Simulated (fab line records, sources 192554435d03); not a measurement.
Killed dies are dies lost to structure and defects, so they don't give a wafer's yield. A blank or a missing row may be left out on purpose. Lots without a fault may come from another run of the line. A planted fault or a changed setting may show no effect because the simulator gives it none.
A struck lot beside a sound one | flow n5_finfet | 20 steps out of a route of 1938
Sound: wafers L155.1, L155.5, L155.6. Struck: wafers L148.2, L148.4, L148.6. The cause comes at the end.
At each step with rows: each side's tool, then ch and its chambers, then its first start. Under that, the readings that differ: sound wafers | struck wafers | difference of the means | sigmas: that difference in standard deviations of wafers without a fault.
alike: readings whose means differ by less than 2 such deviations, and words and numbers that are the same on both sides. not compared: withheld readings, readings that some wafer has no value for, bounds like >300 that may hide the same value, and numbers for which the record gives no deviation and whose values overlap.
The two part at a step that has a row with sigmas, a row that says differs or no value, or rows on one side only. Numbers that don't overlap but have no deviation are shown without sigmas and don't part them. A reading that every wafer of one side lacks parts them only if that side has two wafers or more.

first, 8 steps without rows for these wafers: N5_BEOL_M12_SPUTTER_45 (material Cu, target thk 80 nm, time 13.33 s); N5_BEOL_M12_ECD_47 (material Cu, target thk 720 nm); N5_BEOL_M12_ANNEAL_48 (time 90 s); N5_BEOL_M12_CMP_49 (polishes, stops on SiOC, t overpolish 20.6 s, target thk 320 nm); N5_BEOL_M12_PRE_CLEAN_52 (time 15 s); N5_BEOL_M12_DEP_53 (deposits SiCN from 3MS/NH3, target thk 30 nm, time 10.5 s); N5_BEOL_M13_ILD_DEP_00 (deposits SiOC from DEMS/O2, target thk 837.92 nm, time 166.4 s); N5_BEOL_M13_COAT_58 (time 60 s, resist thk 89 nm).
N5_BEOL_M13_COAT_04: resist thk 400 nm.
  sound on litho_track-05 ch 0, day 16 04:16; struck on litho_track-02 ch 0, day 15 19:21
  reading                                    | sound                | struck               | difference | sigmas
  exhaust_pa (Pa)                            | 43.7 42.1 44.2       | 44.5 46.3 45.5       | +2.1       | +2
  spin_speed_rpm (rpm)                       | 1625.2 1624.8 1623.9 | 1739.0 1739.7 1739.1 | +114.6     | +99 or more
  model.coat_of_BEOL_M13_COAT_04.thk_nm (nm) | 400 400.6 400.2      | 387.8 387.6 386.6    | -12.9      |
then, 8 steps without rows for these wafers: N5_BEOL_M13_EBR_06; N5_BEOL_M13_SOFTBAKE_05 (time 60 s); N5_BEOL_M13_EXPOSE_07 (exposes mask V12); N5_BEOL_M13_PEB_08 (peb time 90 s); N5_BEOL_M13_DEVELOP_09 (develop time 45 s); N5_BEOL_M13_HARDBAKE_14 (time 120 s); N5_BEOL_M13_DESCUM_15 (chemistry O2, time 7.9 s); N5_BEOL_M13_ETCH_59 (etches BARC in N2/H2, target depth 89 nm, overetch 26.7 nm, time 67.9 s).
N5_BEOL_M13_VIA_ETCH_16: etches SiOC in C4F8/O2/Ar, target depth 921.7 nm.
  sound on rie_diel-03 ch 0,3, day 16 04:56; struck on rie_diel-05 ch 0,2,3, day 15 19:47
  reading                                    | sound          | struck       | difference | sigmas
  model.coat_of_BEOL_M13_COAT_04.thk_nm (nm) | 72.4 73.4 68.4 | 58.4 58.2 56 | -13.9      |
  alike: C4F8_flow_sccm, drypump_motor_current_A, oes_product_au, rf_fwd_power_W, rf_vpp_V, showerhead_plenum_p_Torr, throttle_valve_pct
N5_BEOL_M13_STRIP_63: strips in N2/H2.
  sound on plasma_asher-01 ch 0,1, day 16 05:10; struck on plasma_asher-02 ch 0,1, day 15 20:01
  reading                      | sound          | struck         | difference | sigmas
  strip_time_to_endpoint_s (s) | 28.4 28.6 27.2 | 24.2 24.1 23.5 | -4.1       | -4
  alike: drypump_motor_current_A, heater_power_w, oes_product_au
  not compared: rf_hours_counter_h
then, 1 step without rows for these wafers: N5_BEOL_M13_STRIP_64 (strips in N2/H2).

WHERE THEY PART
First at N5_BEOL_M13_COAT_04; last, within this record, at N5_BEOL_M13_STRIP_63.

WHY: what the simulator had put in
Process parameter drift: litho_track-02, from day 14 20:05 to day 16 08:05, at N5_BEOL_M13_COAT_04. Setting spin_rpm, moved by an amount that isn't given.
